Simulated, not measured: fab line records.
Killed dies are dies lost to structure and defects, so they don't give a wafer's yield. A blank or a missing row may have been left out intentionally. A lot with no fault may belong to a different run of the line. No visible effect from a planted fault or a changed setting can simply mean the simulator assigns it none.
Lot-split experiment | flow n5Finfet | 21 wafers read from 7 lots, route of 1938 steps

== ON THE SPLIT ==
At N5_BEOL_M7_TRENCH_ETCH_37 (etches SiCOH lowk in C4F6/O2, target depth 93.478 nm, time 31.2 s), the setting timeS was moved away from the recipe's 31.2 s on 8 of the 21 wafers read, by -20.0% to +17.8%. All remaining wafers had this setting at the recipe value.

== FROM THE SPLIT TO THE READING: what the file shows between them, 11 steps ==
- N5_BEOL_M7_ETCH_41: etches SiCN in CH3F/O2, target depth 31.9 nm, time 57.8 s (also split here: sourceW)
- N5_BEOL_M7_STRIP_80: strips in N2/H2, time 10 s
- N5_BEOL_M7_OCD_MEAS_38
- N5_BEOL_M7_HM_STRIP_39: strips TiN in peroxide tin strip, target depth 25 nm, time 158 s
- N5_BEOL_M7_SRD_40: time 30 s
- N5_BEOL_M7_ECD_50: material Cu, target thk 300 nm
- N5_BEOL_M7_ANNEAL_51: time 90 s
- N5_BEOL_M7_CMP_52: polishes, stops on SiCOH lowk, t overpolish 6.9 s, target thk 80 nm
- N5_BEOL_M7_THK_MEAS_53: measures by xrf
- N5_BEOL_M7_PRE_CLEAN_55: time 15 s
- N5_BEOL_M7_DEP_56: deposits SiCN from 3MS/NH3, target thk 10 nm, time 17.5 s

== THE READING ==
M7_RS (ohm/sq), read at N5_BEOL_M7_RS_MEAS_57 with a four-point probe. A value of 0.284 ohm/sq with a standard deviation of 0.0097 ohm/sq is what fault-free wafers of this fab line usually give.

wafer  | tool, chamber at the split | timeS as run, s | against the recipe | M7_RS, ohm/sq | against lot-mates on the recipe
L079.3 | rieDiel-05, 1              | 31.2            | recipe             | 0.302         | -
L079.5 | rieDiel-05, 3              | 31.2            | recipe             | 0.282         | -
L079.6 | rieDiel-05, 2              | 31.2            | recipe             | 0.288         | -
L085.2 | rieDiel-05, 2              | 31.2            | recipe             | 0.291         | -
L085.5 | rieDiel-05, 0              | 24.97           | -20.0%             | 0.389         | +0.096
L085.6 | rieDiel-05, 3              | 31.2            | recipe             | 0.296         | -
L084.1 | rieDiel-04, 3              | 31.2            | recipe             | 0.278         | -
L084.2 | rieDiel-04, 0              | 33.7            | +8.0%              | 0.258         | -0.020
L084.6 | rieDiel-04, 3              | 33.7            | +8.0%              | 0.242         | -0.036
L091.1 | rieDiel-01, 1              | 36.75           | +17.8%             | 0.222         | -0.054
L091.4 | rieDiel-01, 3              | 36.75           | +17.8%             | 0.214         | -0.062
L091.5 | rieDiel-01, 0              | 31.2            | recipe             | 0.276         | -
L092.3 | rieDiel-01, 2              | 31.2            | recipe             | 0.290         | -
L092.4 | rieDiel-01, 3              | 31.2            | recipe             | 0.263         | -
L092.5 | rieDiel-01, 0              | 31.2            | recipe             | 0.283         | -
L096.2 | rieDiel-01, 3              | 31.2            | recipe             | 0.267         | -
L096.3 | rieDiel-01, 0              | 31.2            | recipe             | 0.282         | -
L096.4 | rieDiel-01, 1              | 31.2            | recipe             | 0.269         | -
L097.1 | rieDiel-04, 1              | 36.27           | +16.3%             | 0.238         | no lot-mate on the recipe
L097.2 | rieDiel-04, 0              | 36.27           | +16.3%             | 0.227         | no lot-mate on the recipe
L097.4 | rieDiel-04, 2              | 36.27           | +16.3%             | 0.239         | no lot-mate on the recipe

FIT RESULTS
A straight line over all 21 wafers: M7_RS changes by -0.00387 ohm/sq for each +1% of timeS; r = -0.94; the points scatter about the line by 0.013 ohm/sq.
The same after taking each lot's own level away (the mean of its wafers on the recipe; 18 wafers): -0.00388 ohm/sq for each +1%; r = -0.96; scatter 0.0093 ohm/sq.
That fit puts the effect of the largest move of timeS on the reading at 0.077 ohm/sq.
From 0.2727 to 0.2935 ohm/sq: that is the span of the lots' own levels, equal to 2.1 times the standard deviation above.
The two slopes agree, so the slope changes little with the lot-to-lot level.
Check: for one of the wafers moved furthest among these (-20.0%), held out of the fit, the line's prediction against its lot-mates is +0.0656 ohm/sq. Against them it came out at +0.0955 ohm/sq.

== FURTHER SPLITS ON THESE WAFERS ==
These wafers also went through other splits before the reading. Each is held against what the fit with the lots' levels taken away leaves over:
other split on the same wafers | wafers away from the commonest value | r with M7_RS (lot level and that fit taken away)
N5_BEOL_M4_DESCUM_16 timeS     | 3                                    | +0.17
N5_BEOL_M5_SPUTTER_81 timeS    | 9                                    | -0.32
N5_BEOL_M6_ETCH_66 biasW       | 6                                    | +0.14
N5_BEOL_M6_ETCH_41 timeS       | 8                                    | -0.20
N5_BEOL_M7_ETCH_41 sourceW     | 7                                    | -0.21

== THE WHOLE CHAIN: every reading that the file lists as answering this split, in the file's order ==
step                      | what it does                                                        | reading                                                                     | change (the file's fit)               | r (the file's)
N5_BEOL_M7_TRENCH_ETCH_37 | etches SiCOH lowk in C4F6/O2, target depth 93.478 nm, time 31.2 s   | etch.depthNm (the simulator's own value, which no gauge read)               | +0.981 nm for each +1% of the setting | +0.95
N5_BEOL_M7_TRENCH_ETCH_37 | etches SiCOH lowk in C4F6/O2, target depth 93.478 nm, time 31.2 s   | BEOL_M7.featureDepthNm (the simulator's own value, which no gauge read)     | +0.981 nm for each +1% of the setting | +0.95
N5_BEOL_M7_OCD_MEAS_38    |                                                                     | trenchDepthNm                                                               | +0.984 nm for each +1% of the setting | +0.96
N5_BEOL_M7_CMP_52         | polishes, stops on SiCOH lowk, t overpolish 6.9 s, target thk 80 nm | Cu_of_BEOL_M7_ECD_50.thkNm (the simulator's own value, which no gauge read) | +0.926 nm for each +1% of the setting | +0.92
N5_BEOL_M7_THK_MEAS_53    | measures by xrf                                                     | M7_THK                                                                      | +0.958 for each +1% of the setting    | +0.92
N5_BEOL_M7_RS_MEAS_57     | measures by four-point-probe                                        | M7_RS                                                                       | -0.00405 for each +1% of the setting  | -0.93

== THE FILE'S OWN FIT ==
M7_RS changes by -0.00405 ohm/sq for each +1% of timeS, r = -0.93.
